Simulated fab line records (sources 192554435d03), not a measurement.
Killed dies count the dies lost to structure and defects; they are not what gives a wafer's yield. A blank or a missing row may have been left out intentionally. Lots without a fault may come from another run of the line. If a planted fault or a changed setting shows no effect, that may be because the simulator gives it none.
fab line records | flow n5Finfet
[record] lots = 5 wafers = 15 lastDay = 17
route steps=1938 shown BEOL_M4@1099 BEOL_M5@1112 BEOL_M11@1590 PASSIVATION@1936
lots that met no fault: from a run of the same line without faults
startH: start of the lot's first displayed wafer, in hours after the record's first day | waitH: time in hours since the lot's previous step | " repeats the value in the row above | L1.1+2: one row covering several wafers at once | - no value, or no start was given | * or withheld: withheld | < > ~ a bound
route shown NAME@n: names a module that has steps shown in the file, with the first one's number in the route | usual: mean and standard deviation over wafers with no fault | same: alike in all rows | chamber/n: place in a boat | sites: per-site readings | _std_site: their standard deviation | _edge_site: inner sites' mean taken away from outer sites' mean | radiusMm: how far each site lies from the wafer's centre | mask NAME#n: copy n | behind: tool/chamber where the wafer was last shaped | hold: reason for holding the lot/hours on hold/outcome of the hold | device: which transistor (n, p or np) failed to switch | end of line: tests of these same wafers at the route's end | a step with no rows: only its recipe | killed: dies that structure and defects cost at the first sort, which is not the same as the wafer's yield | map: a wafer's dies, marking killed ones x, the rest . and places with no die _
set.NAME: setting as actually run; set.NAME@STEP: the setting as run at that earlier step | model.NAME: the simulator's own value behind a step, which no gauge read
certain route steps with their lots: each step a table, each wafer a row
services: the hour from which a tool's chamber was out of use, counted from the record's first day as startH (under 0 if before that day), plus the number of hours and why
[[steps]]
[step N5_BEOL_M4_ANNEAL_95]
[recipe] tempC = 400 timeS = 240 ambient = vacuum
[step N5_BEOL_M4_SPUTTER_96]
[recipe] material = Cu targetThkA = 45 tempC = -20 chamberPressurePa = 0.07 powerW = withheld timeS = 8.29
[step N5_BEOL_M4_ECD_50]
[recipe] material = Cu targetThkA = 3000
[step N5_BEOL_M4_ANNEAL_51]
[recipe] tempC = 225 timeS = 90 ambient = N2
[step N5_BEOL_M4_CMP_52]
[recipe] stopOn = SiOC tOverpolishS = 6.8 downForcePsi = 1 platenRpm = 50 clearingPlatenDownForcePsi = 1.5 clearingPlatenRpm = 50 postCmpClean = cuAlkaline targetThkNm = 40 clearingPlatenPadVelocityMS = 0.99484 padVelocityMS = 0.99484
[step N5_BEOL_M4_PRE_CLEAN_60]
[recipe] gas = NH3/H2 timeS = 15 tempC = * rfPowerW = 300
[step N5_BEOL_M4_CO_CAP_55]
[recipe] material = Co targetThkA = 20 tempC = 200 precursor = CCTBA/H2 pressureTorr = 30 timeS = 102.1
[step N5_BEOL_M4_PRE_CLEAN_56]
[recipe] gas = NH3 timeS = 15 tempC = withheld rfPowerW = 300
[step N5_BEOL_M4_DEP_57]
[recipe] material = SiCN targetThkA = 80 tempC = withheld precursor = 3MS/NH3 pressureTorr = 3 rfW = 202 timeS = 14
[step N5_BEOL_M4_RC_MEAS_101]
[usual] DIBL_N = 36.4/1.4 DIBL_P = 36.3/1.5 IOFF_N = 0.162/0.023 IOFF_P = 0.211/0.027 ION_N = 676/9.7 ION_P = 463/6.4 SS_N = 71.5/0.5 SS_P = 73.3/0.6 VT_N = 249.3/2.5 VT_P = -249.9/2.8
// columns lot.wafer tool chamber startH waitH DIBL_N[mV/V] DIBL_P[mV/V] IOFF_N[nA/um] IOFF_P[nA/um] ION_N[uA/um] ION_P[uA/um] SS_N[mV/dec] SS_P[mV/dec] VT_N[mV] VT_P[mV]
L957.2 prober-01 0 195.64 0.2 35.3 34.5 0.150 0.192 683 458 71.1 73.3 247.1 -249.1
L957.3 " 0 " " 38.0 38.7 0.206 0.244 685 468 72.2 73.7 244.9 -248.3
L957.4 " 0 " " 35.6 34.6 0.150 0.185 677 462 71.2 73.4 248.4 -250.1
L958.2 prober-02 0 197.16 0.2 36.2 37.5 0.181 0.278 686 482 71.7 73.3 245.4 -242.9
L958.3 " 0 " " 35.0 35.9 0.157 0.244 681 480 71.5 74.3 248.8 -244.8
L958.5 " 0 " " 35.0 35.9 0.163 0.250 684 477 71.6 73.4 247.3 -241.1
L959.1 prober-01 0 212.44 0.0 34.6 34.4 0.131 0.194 670 460 70.9 72.4 252.5 -248.4
L959.2 " 0 " " 38.6 39.0 0.210 0.266 680 462 71.3 73.2 242.8 -246.7
L959.3 " 0 " " 34.4 33.9 0.130 0.182 678 462 71.3 72.7 250.1 -252.6
L968.1 prober-02 0 271.91 0.0 38.6 38.0 0.176 0.249 680 474 71.5 73.5 247.9 -247.0
L968.3 " 0 " " 38.8 38.8 0.188 0.260 689 470 72.0 73.4 244.4 -246.2
L968.4 " 0 " " 38.8 38.2 0.177 0.236 674 463 72.0 73.6 246.5 -247.9
L974.1 prober-01 0 296.12 0.0 37.1 37.6 0.166 0.215 694 473 71.7 72.8 247.7 -249.5
L974.3 " 0 " " 40.1 41.0 0.224 0.282 693 471 72.4 73.8 244.3 -247.7
L974.6 " 0 " " 36.9 36.3 0.155 0.202 663 457 71.2 73.4 252.6 -251.1
[step N5_BEOL_M5_ILD_DEP_00]
[recipe] material = SiCOH_lowk targetThkA = 1406.4 tempC = 300 precursor = DEMS/porogen pressureTorr = 5 rfW = 500 timeS = 25.9
[step N5_BEOL_M5_CURE_79]
[recipe] tempC = 385 timeS = 240 ambient = He/Ar material = SiCOH_lowk
[step N5_BEOL_M5_PECVD_70]
[recipe] material = SiO2 targetThkA = 160 tempC = 400 precursor = TEOS/O2 pressureTorr = 5.5 rfW = 450 teosFlowSccm = 53.8 gas = O2 flowSccm = 3000 timeS = 18
[step N5_BEOL_M5_HM_DEP_02]
[recipe] material = TiN targetThkA = 200 tempC = 25 chamberPressurePa = 0.49996
[step N5_BEOL_M5_COAT_59]
[recipe] resist = SOC tempC = 250 timeS = 60 spinRpm = 1500 resistThkNm = 60
[step N5_BEOL_M5_COAT_60]
[recipe] resist = SiARC tempC = 220 timeS = 60 spinRpm = 1500 resistThkNm = 12
[step N5_BEOL_M5_COAT_71]
[recipe] resist = underlayer tempC = 205 timeS = 60 spinRpm = 1500 resistThkNm = 5
[step N5_BEOL_M5_COAT_05]
[recipe] resist = CAR-EUV spinRpm = 1500 resistThkNm = 30
[step N5_BEOL_M5_EBR_07]
[recipe] solvent = PGMEA ebrWidthMm = 1.5
[step N5_BEOL_M5_SOFTBAKE_06]
[recipe] tempC = 110 timeS = 60 resist = CAR-EUV
[step N5_BEOL_M5_EXPOSE_08]
[recipe] maskId = M5 na = 0.33 sourceShape = annular sigmaInner = 0.4 sigmaOuter = 0.8 polarization = unpolarized targetCdNm = 28 doseMj = 35.75
[step N5_BEOL_M5_PEB_09]
[recipe] pebTempC = 100 pebTimeS = 60 resist = CAR-EUV
[step N5_BEOL_M5_DEVELOP_10]
[recipe] developTimeS = 30 developer = TMAH resist = CAR-EUV rinseLiquid = surfactantRinse dry = airSpin devTempC = 23
[step N5_BEOL_M5_DESCUM_16]
[recipe] chemistry = O2 timeS = 7 sourcePowerW = 50 biasPowerW = 20 pressureMtorr = 20 rfFrequencyHz = 2.712e+07 tempC = 40 resist = CAR-EUV o2FlowSccm = 225
[step N5_BEOL_M5_ETCH_72]
[recipe] chemistry = N2/H2 target = underlayer targetDepthA = 65 maskMaterial = CAR-EUV timeS = 5.2 ionEnergyEv = 200 pressureMtorr = 30 sourceW = 840 biasW = 150 n2FlowSccm = 200 h2FlowSccm = 200 ends = cleared
[step N5_BEOL_M5_ETCH_61]
[recipe] chemistry = CF4 target = SiARC targetDepthA = 156 maskMaterial = CAR-EUV timeS = 26 ionEnergyEv = 80 pressureMtorr = 40 sourceW = 545 biasW = 36 Ar_flow_sccm = 100 cf4FlowSccm = 100 ends = cleared
[step N5_BEOL_M5_ETCH_62]
[recipe] chemistry = N2/H2 target = SOC targetDepthA = 750 overetchA = 150 maskMaterial = SiARC tempC = 40 timeS = 112.5 ionEnergyEv = 200 pressureMtorr = 30 sourceW = 840 biasW = 150 n2FlowSccm = 200 h2FlowSccm = 200
[step N5_BEOL_M5_STRIP_63]
[recipe] chemistry = N2/H2 tempC = 40 n2FlowSccm = 200 h2FlowSccm = 200 rfFrequencyHz = 6e+07
[step N5_BEOL_M5_STRIP_73]
[recipe] chemistry = N2/H2 tempC = 40 n2FlowSccm = 200 h2FlowSccm = 200 rfFrequencyHz = 6e+07
[step N5_BEOL_M5_STRIP_64]
[recipe] chemistry = CF4 resist = SiARC powerW = 300 biasPowerW = 75 pressureMtorr = 50 cf4FlowSccm = 150 rfFrequencyHz = 6e+07
[step N5_BEOL_M5_HM_OPEN_17]
[recipe] chemistry = Cl2/BCl3 targetDepthA = 200 overetchA = 60 target = TiN maskMaterial = SOC ionEnergyEv = 150 pressureMtorr = 10 icpW = 1000 biasW = 126 Cl2_flow_sccm = 53.25 bcl3FlowSccm = 21.75 Ar_flow_sccm = 25
[step N5_BEOL_M5_STRIP_19]
[recipe] chemistry = O2 powerW = 400 tempC = 40 pressureMtorr = 30 rfFrequencyHz = 6e+07 biasPowerW = 0 overashFraction = 0.2 o2FlowSccm = 225
[step N5_BEOL_M5_COAT_65]
[recipe] resist = SOC tempC = 250 timeS = 60 spinRpm = 1500 resistThkNm = 60
[step N5_BEOL_M5_COAT_66]
[recipe] resist = SiARC tempC = 220 timeS = 60 spinRpm = 1500 resistThkNm = 12
[step N5_BEOL_M11_ALD_74]
[recipe] material = TaN targetThkA = 20 tempC = 275 aldPrecursorFamily = PDMAT aldCoReactant = NH3 pressureTorr = 3 carrierFlowSccm = 1500 pulseTimeS = 2 purgeTimeS = 3 coReactantPurgeTimeS = 2 coReactantPulseTimeS = 3 aldCycles = 40 precursorVesselTempC = 75 precursorVesselPressureTorr = 26.25 precursorVesselCarrierSccm = 1000
[usual] aldCycles = 40/0 chamberPressureTorr = 3.000/0.0068 heaterPowerW = 436/48
// columns lot.wafer tool chamber startH waitH aldCycles chamberPressureTorr heaterPowerW
L957.2 aldMetal-04 0 262.34 0.3 - - -
L957.3 " 3 " " - - -
L957.4 " 1 " " - - -
L958.2 aldMetal-04 0 266.69 0.0 - - -
L958.3 " 2 " " - - -
L958.5 " 1 " " - - -
L959.1 aldMetal-04 2 278.95 0.1 - - -
L959.2 " 1 " " - - -
L959.3 " 3 " " - - -
L968.1 aldMetal-04 0 329.51 0.0 40 3.002 458
L968.3 " 3 " " 40 2.998 394
L968.4 " 1 " " 40 2.998 421
L974.1 aldMetal-03 2 359.14 0.1 40 2.993 438
L974.3 " 1 " " 40 3.006 498
L974.6 " 0 " " 40 2.985 402
[step N5_BEOL_M11_CMP_52]
[recipe] stopOn = SiCOH_lowk tOverpolishS = 7 downForcePsi = 1 platenRpm = 50 clearingPlatenDownForcePsi = 1.5 clearingPlatenRpm = 50 postCmpClean = cuAlkaline targetThkNm = 140 clearingPlatenPadVelocityMS = 0.99484 padVelocityMS = 0.99484
[usual] barrierFieldEndpointS = 29.1/0.74 motorCurrentA = 6.0/0.37 platenRpm = 50.01/0.033 retainingRingPressureFrac = 1.000/0.0048
// columns lot.wafer tool chamber startH waitH barrierFieldEndpointS motorCurrentA platenRpm retainingRingPressureFrac
L957.4 cmp-03 3 266.06 2.3 27.6 6.1 50.01 1.003
L957.3 " 0 " " 26.1 5.3 50.03 0.992
L957.2 " 2 " " 26.3 5.9 50.00 0.997
L958.2 cmp-04 2 267.99 0.2 26.7 6.4 49.98 1.003
L958.3 " 3 " " 26.1 6.2 50.01 0.996
L958.5 " 1 " " 26.9 5.8 50.01 1.001
L959.2 cmp-04 3 280.29 0.2 25.8 6.2 50.00 1.001
L959.3 " 0 " " 25.8 5.6 49.98 1.001
L959.1 " 2 " " 26.3 6.4 50.01 1.001
L968.1 cmp-03 2 330.91 0.3 30.1 6.0 49.99 0.991
L968.3 " 0 " " 29.4 5.4 50.01 1.010
L968.4 " 1 " " 30.7 6.2 49.96 0.999
L974.3 cmp-04 1 360.25 0.2 29.4 6.4 50.01 0.992
L974.1 " 2 " " 28.8 6.6 49.97 0.996
L974.6 " 0 " " 30.0 5.8 50.02 0.995
[step N5_PASSIVATION_PROBE_49]
[usual] defectLimitedYield = 91.3/1.3 killed_at_M0_to_M3 = 33/8.9 killed_at_M4_up = 15/5.4 killedAtContacts = 13/5.8 killedAtFrontEnd = 39/9.9 killedAtOther = 3.2/2.9 killedDies = 102/15 killedOnRim = 13/3.7 killedOpen = 68/12 killedShort = 34/7.6 sort_bin_4_leakage = 0.00/0.007 sort_bin_5_function = 5.1/0.89 sort_bin_6_memory = 3.2/0.63 sortNPass = 1078/15 sortYieldPct = 91.3/1.3
[same] grossDies = 1180 killedAtBackSide = 0 sort_bin_8_speed[%] = 0
// columns lot.wafer tool chamber startH waitH defectLimitedYield[%] killed_at_M0_to_M3 killed_at_M4_up killedAtContacts killedAtFrontEnd killedAtOther killedDies killedOnRim killedOpen killedShort sort_bin_4_leakage[%] sort_bin_5_function[%] sort_bin_6_memory[%] sortNPass sortYieldPct[%]
L957.2 prober-02 - 301.09 0.1 0 37 1091 8 38 6 1180 152 66 48 90.34 5.5 3.7 0 0
L957.3 prober-02 - 301.14 0.1 0 36 1099 8 36 1 1180 152 84 25 90.76 6.4 2.5 0 0
L957.4 prober-02 - 301.19 0.2 0 43 1094 0 39 4 1180 152 80 27 90.93 6.4 2.5 0 0
L958.2 prober-02 - 306.18 0.1 0 19 1126 5 29 1 1180 152 39 22 94.75 3.1 2.0 0 0
L958.3 prober-02 - 306.23 0.1 0 23 1119 8 27 3 1180 152 43 25 94.24 3.4 2.2 0 0
L958.5 prober-02 - 306.33 0.2 0 26 1108 9 36 1 1180 152 41 41 93.05 4.5 2.0 0 0
L959.1 prober-01 - 317.92 0.0 0 41 1078 6 48 7 1180 152 75 40 90.25 5.5 3.7 0 0
L959.2 prober-01 - 317.97 0.1 0 43 1090 7 30 10 1180 152 62 40 91.36 4.9 3.4 0 0
L959.3 prober-01 - 318.02 0.1 0 31 1085 7 50 7 1180 152 75 41 90.17 5.7 3.9 0 0
L968.1 prober-02 - 374.07 0.0 92.2 27 14 14 37 0 92 12 67 24 0 4.0 3.4 1088 92.2
L968.3 prober-02 - 374.17 0.1 90.8 32 15 10 50 2 109 17 69 38 0 6.0 2.9 1071 90.8
L968.4 prober-02 - 374.22 0.2 92.6 24 6 14 42 1 87 9 56 31 0 3.7 3.5 1093 92.6
L974.1 prober-02 - 402.08 0.0 89.7 43 9 19 46 5 122 17 87 35 0 6.6 3.4 1058 89.7
L974.3 prober-02 - 402.18 0.1 90.7 39 7 14 48 2 110 14 69 41 0 6.2 3.0 1070 90.7
L974.6 prober-02 - 402.33 0.3 87.5 40 8 27 69 3 147 12 109 38 0 8.3 4.0 1033 87.5
// killed by level:class
L957.2 BEOL_M11:areaAld=1065 BEOL_M0_SAQP:geometricParticle:short=14 FIN_SAQP:geometricParticle:open=10 BEOL_M0_SAQP:geometricParticle:open=9 BEOL_M4:geometricParticle:open=8 MOL_CONTACT_COAG:geometricParticle:open=7 BEOL_M4:geometricParticle:short=7 FIN_SAQP:geometricParticle:short=5
L957.3 BEOL_M11:areaAld=1070 BEOL_M4:geometricParticle:open=21 FIN_SAQP:geometricParticle:open=12 BEOL_M1:geometricParticle:open=11 BEOL_M2:geometricParticle:open=10 FIN_SAQP:geometricParticle:short=6 BEOL_M3:geometricParticle:open=6 MOL_CONTACT_COAG:geometricParticle:open=5
L957.4 BEOL_M11:areaAld=1071 FIN_SAQP:geometricParticle:open=15 BEOL_M3:geometricParticle:open=13 BEOL_M4:geometricParticle:open=12 BEOL_M0_SAQP:geometricParticle:short=9 BEOL_M0_SAQP:geometricParticle:open=7 BEOL_M2:geometricParticle:open=7 FIN_SAQP:geometricParticle:short=6
L958.2 BEOL_M11:areaAld=1117 STI_FIN_REVEAL:geometricParticle:open=12 BEOL_M2:geometricParticle:open=6 GATE_CUT:geometricParticle:short=5 BEOL_M0_SAQP:geometricParticle:open=5 STI_FIN_REVEAL:geometricParticle:short=4 MOL_CONTACT_COAG:geometricParticle:open=4 FIN_SAQP:geometricParticle:short=3
L958.3 BEOL_M11:areaAld=1112 STI_FIN_REVEAL:geometricParticle:open=7 MOL_CONTACT_COAG:geometricParticle:open=7 BEOL_M0_SAQP:geometricParticle:short=6 DUMMY_GATE:geometricParticle:open=5 BEOL_M2:geometricParticle:open=5 BEOL_M3:geometricParticle:open=5 BEOL_M0_SAQP:geometricParticle:open=4
L958.5 BEOL_M11:areaAld=1098 BEOL_M0_SAQP:geometricParticle:short=10 FIN_SAQP:geometricParticle:short=6 GATE_CUT:geometricParticle:short=6 MOL_CONTACT_COAG:geometricParticle:open=6 STI_FIN_REVEAL:geometricParticle:open=5 BEOL_M2:geometricParticle:open=5 FIN_SAQP:geometricParticle:open=4
L959.1 BEOL_M11:areaAld=1064 STI_FIN_REVEAL:geometricParticle:open=15 BEOL_M0_SAQP:geometricParticle:open=13 BEOL_M0_SAQP:geometricParticle:short=12 FIN_SAQP:geometricParticle:open=10 BEOL_M1:geometricParticle:open=7 ILD0:geometricParticle:short=6 BEOL_M4:geometricParticle:open=6
L959.2 BEOL_M11:areaAld=1077 BEOL_M0_SAQP:geometricParticle:open=9 BEOL_M1:geometricParticle:open=9 STI_FIN_REVEAL:geometricParticle:open=8 BEOL_M0_SAQP:geometricParticle:short=7 BEOL_M2:geometricParticle:open=6 PAD_METAL:geometricParticle:open=6 MOL_CONTACT_COAG:geometricParticle:open=5
L959.3 BEOL_M11:areaAld=1063 BEOL_M4:geometricParticle:open=12 STI_FIN_REVEAL:geometricParticle:open=11 BEOL_M1:geometricParticle:open=10 FIN_SAQP:geometricParticle:open=9 BEOL_M0_SAQP:geometricParticle:short=7 BEOL_M0_SAQP:geometricParticle:open=7 FIN_SAQP:geometricParticle:short=6
L968.1 MOL_CONTACT_COAG:geometricParticle:open=13 DUMMY_GATE:geometricParticle:open=8 BEOL_M3:geometricParticle:open=8 STI_FIN_REVEAL:geometricParticle:open=7 BEOL_M0_SAQP:geometricParticle:open=6 FIN_SAQP:geometricParticle:open=5 FIN_SAQP:geometricParticle:short=4 BEOL_M5:geometricParticle:open=4
L968.3 STI_FIN_REVEAL:geometricParticle:open=17 BEOL_M0_SAQP:geometricParticle:short=12 FIN_SAQP:geometricParticle:open=9 BEOL_M0_SAQP:geometricParticle:open=8 FIN_SAQP:geometricParticle:short=6 DUMMY_GATE:geometricParticle:open=6 MOL_CONTACT_COAG:geometricParticle:open=6 BEOL_M3:geometricParticle:open=5
L968.4 FIN_SAQP:geometricParticle:open=11 FIN_SAQP:geometricParticle:short=10 STI_FIN_REVEAL:geometricParticle:open=10 MOL_CONTACT_COAG:geometricParticle:open=10 BEOL_M3:geometricParticle:open=6 BEOL_M0_SAQP:geometricParticle:open=5 BEOL_M1:geometricParticle:open=5 BEOL_M3:geometricParticle:short=4
L974.1 STI_FIN_REVEAL:geometricParticle:open=19 MOL_CONTACT_COAG:geometricParticle:open=17 BEOL_M0_SAQP:geometricParticle:short=13 BEOL_M1:geometricParticle:open=8 BEOL_M0_SAQP:geometricParticle:open=7 FIN_SAQP:geometricParticle:short=5 BEOL_M2:geometricParticle:open=5 FIN_SAQP:geometricParticle:open=4
L974.3 BEOL_M0_SAQP:geometricParticle:open=16 MOL_CONTACT_COAG:geometricParticle:open=11 BEOL_M0_SAQP:geometricParticle:short=11 FIN_SAQP:geometricParticle:short=10 FIN_SAQP:geometricParticle:open=8 STI_FIN_REVEAL:geometricParticle:open=7 GATE_CUT:geometricParticle:open=6 DUMMY_GATE:geometricParticle:open=5
L974.6 MOL_CONTACT_COAG:geometricParticle:open=27 FIN_SAQP:geometricParticle:open=16 FIN_SAQP:geometricParticle:short=12 BEOL_M1:geometricParticle:open=10 STI_FIN_REVEAL:geometricParticle:open=9 BEOL_M0_SAQP:geometricParticle:open=9 STARTING-WAFER:geometricParticle:open=8 DUMMY_GATE:geometricParticle:open=7
// map L957.2 (x killed, . not)
_________________xxxxxxxxxxxx________________
______________xxxxxxxxxxxxxxxxxx_____________
___________xxxxxxxxxxxxxxxxxxxxxxxx__________
__________xxxxxxxxxxxxxxxxxxxxxxxxxx_________
________xxxxxxxxxxxxxxxxxxxxxxxxxxxxxx_______
_______xxxxxxxxxxxxxxxxxxxxxxxxxxxxxxxx______
______xxxxxxxxxxxxxxxxxxxxxxxxxxxxxxxxxx_____
_____xxxxxxxxxxxxxxxxxxxxxxxxxxxxxxxxxxxx____
____xxxxxxxxxxxxxxxxxxxxxxxxxxxxxxxxxxxxxx___
___xxxxxxxxxxxxxxxxxxxxxxxxxxxxxxxxxxxxxxxx__
___xxxxxxxxxxxxxxxxxxxxxxxxxxxxxxxxxxxxxxxx__
__xxxxxxxxxxxxxxxxxxxxxxxxxxxxxxxxxxxxxxxxxx_
__xxxxxxxxxxxxxxxxxxxxxxxxxxxxxxxxxxxxxxxxxx_
_xxxxxxxxxxxxxxxxxxxxxxxxxxxxxxxxxxxxxxxxxxxx
_xxxxxxxxxxxxxxxxxxxxxxxxxxxxxxxxxxxxxxxxxxxx
_xxxxxxxxxxxxxxxxxxxxxxxxxxxxxxxxxxxxxxxxxxxx
_xxxxxxxxxxxxxxxxxxxxxxxxxxxxxxxxxxxxxxxxxxxx
_xxxxxxxxxxxxxxxxxxxxxxxxxxxxxxxxxxxxxxxxxxxx
_xxxxxxxxxxxxxxxxxxxxxxxxxxxxxxxxxxxxxxxxxxxx
_xxxxxxxxxxxxxxxxxxxxxxxxxxxxxxxxxxxxxxxxxxxx
_xxxxxxxxxxxxxxxxxxxxxxxxxxxxxxxxxxxxxxxxxxxx
__xxxxxxxxxxxxxxxxxxxxxxxxxxxxxxxxxxxxxxxxxx_
__xxxxxxxxxxxxxxxxxxxxxxxxxxxxxxxxxxxxxxxxxx_
___xxxxxxxxxxxxxxxxxxxxxxxxxxxxxxxxxxxxxxxx__
___xxxxxxxxxxxxxxxxxxxxxxxxxxxxxxxxxxxxxxxx__
____xxxxxxxxxxxxxxxxxxxxxxxxxxxxxxxxxxxxxx___
_____xxxxxxxxxxxxxxxxxxxxxxxxxxxxxxxxxxxx____
______xxxxxxxxxxxxxxxxxxxxxxxxxxxxxxxxxx_____
_______xxxxxxxxxxxxxxxxxxxxxxxxxxxxxxxx______
________xxxxxxxxxxxxxxxxxxxxxxxxxxxxxx_______
__________xxxxxxxxxxxxxxxxxxxxxxxxxx_________
___________xxxxxxxxxxxxxxxxxxxxxxxx__________
______________xxxxxxxxxxxxxxxxxx_____________
_________________xxxxxxxxxxxx________________
// map L958.2 (x killed, . not)
_________________xxxxxxxxxxxx________________
______________xxxxxxxxxxxxxxxxxx_____________
___________xxxxxxxxxxxxxxxxxxxxxxxx__________
__________xxxxxxxxxxxxxxxxxxxxxxxxxx_________
________xxxxxxxxxxxxxxxxxxxxxxxxxxxxxx_______
_______xxxxxxxxxxxxxxxxxxxxxxxxxxxxxxxx______
______xxxxxxxxxxxxxxxxxxxxxxxxxxxxxxxxxx_____
_____xxxxxxxxxxxxxxxxxxxxxxxxxxxxxxxxxxxx____
____xxxxxxxxxxxxxxxxxxxxxxxxxxxxxxxxxxxxxx___
___xxxxxxxxxxxxxxxxxxxxxxxxxxxxxxxxxxxxxxxx__
___xxxxxxxxxxxxxxxxxxxxxxxxxxxxxxxxxxxxxxxx__
__xxxxxxxxxxxxxxxxxxxxxxxxxxxxxxxxxxxxxxxxxx_
__xxxxxxxxxxxxxxxxxxxxxxxxxxxxxxxxxxxxxxxxxx_
_xxxxxxxxxxxxxxxxxxxxxxxxxxxxxxxxxxxxxxxxxxxx
_xxxxxxxxxxxxxxxxxxxxxxxxxxxxxxxxxxxxxxxxxxxx
_xxxxxxxxxxxxxxxxxxxxxxxxxxxxxxxxxxxxxxxxxxxx
_xxxxxxxxxxxxxxxxxxxxxxxxxxxxxxxxxxxxxxxxxxxx
_xxxxxxxxxxxxxxxxxxxxxxxxxxxxxxxxxxxxxxxxxxxx
_xxxxxxxxxxxxxxxxxxxxxxxxxxxxxxxxxxxxxxxxxxxx
_xxxxxxxxxxxxxxxxxxxxxxxxxxxxxxxxxxxxxxxxxxxx
_xxxxxxxxxxxxxxxxxxxxxxxxxxxxxxxxxxxxxxxxxxxx
__xxxxxxxxxxxxxxxxxxxxxxxxxxxxxxxxxxxxxxxxxx_
__xxxxxxxxxxxxxxxxxxxxxxxxxxxxxxxxxxxxxxxxxx_
___xxxxxxxxxxxxxxxxxxxxxxxxxxxxxxxxxxxxxxxx__
___xxxxxxxxxxxxxxxxxxxxxxxxxxxxxxxxxxxxxxxx__
____xxxxxxxxxxxxxxxxxxxxxxxxxxxxxxxxxxxxxx___
_____xxxxxxxxxxxxxxxxxxxxxxxxxxxxxxxxxxxx____
______xxxxxxxxxxxxxxxxxxxxxxxxxxxxxxxxxx_____
_______xxxxxxxxxxxxxxxxxxxxxxxxxxxxxxxx______
________xxxxxxxxxxxxxxxxxxxxxxxxxxxxxx_______
__________xxxxxxxxxxxxxxxxxxxxxxxxxx_________
___________xxxxxxxxxxxxxxxxxxxxxxxx__________
______________xxxxxxxxxxxxxxxxxx_____________
_________________xxxxxxxxxxxx________________
[[services]]
// columns tool chamber startH hours kind
cmp-04 - 242.97 1.0 repair
cmp-04 - 250.39 14.2 pm
cmp-04 - 276.82 1.1 repair
aldMetal-04 3 282.39 4.5 repair
aldMetal-03 2 315.17 6.9 repair
cmp-03 - 346.73 4.0 pm
cmp-03 - 350.73 - consumableReplace:conditioner
cmp-03 - 350.73 - consumableReplace:pad
cmp-03 - 358.81 4.6 pm
[[key]]
[firstSign] step = N5_BEOL_M11_ALD_74 reading = toolRecord direction = missing
[effect] step = N5_BEOL_M11_CMP_52 reading = barrierFieldEndpointS direction = down sigmas = 3.6 usual = 29.1 struck = 26.4
[effect] step = N5_PASSIVATION_PROBE_49 reading = sort_bin_4_leakage direction = up sigmas = 99+ usual = 0.00 struck = 91.76
[moreKillsBornAt] N5_BEOL_M11_ALD_74@aldMetal-04 = 9745
metAt N5_BEOL_M11_ALD_74
struckWafers L957.2,L957.3,L957.4,L958.2,L958.3,L958.5,L959.1,L959.2,L959.3
laterRowsLeftOut L957.2,L957.3,L957.4,L958.2,L958.3,L958.5,L959.1,L959.2,L959.3
[fault] kind = skippedStepWhole tool = aldMetal-04 chamber = - onsetH = 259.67 steps = N5_BEOL_M11_ALD_74 scope = struckLotsOnly
// laterRowsLeftOut: the simulator's readings of these wafers behind a module that went badly wrong aren't trusted and aren't shown, but for the sort
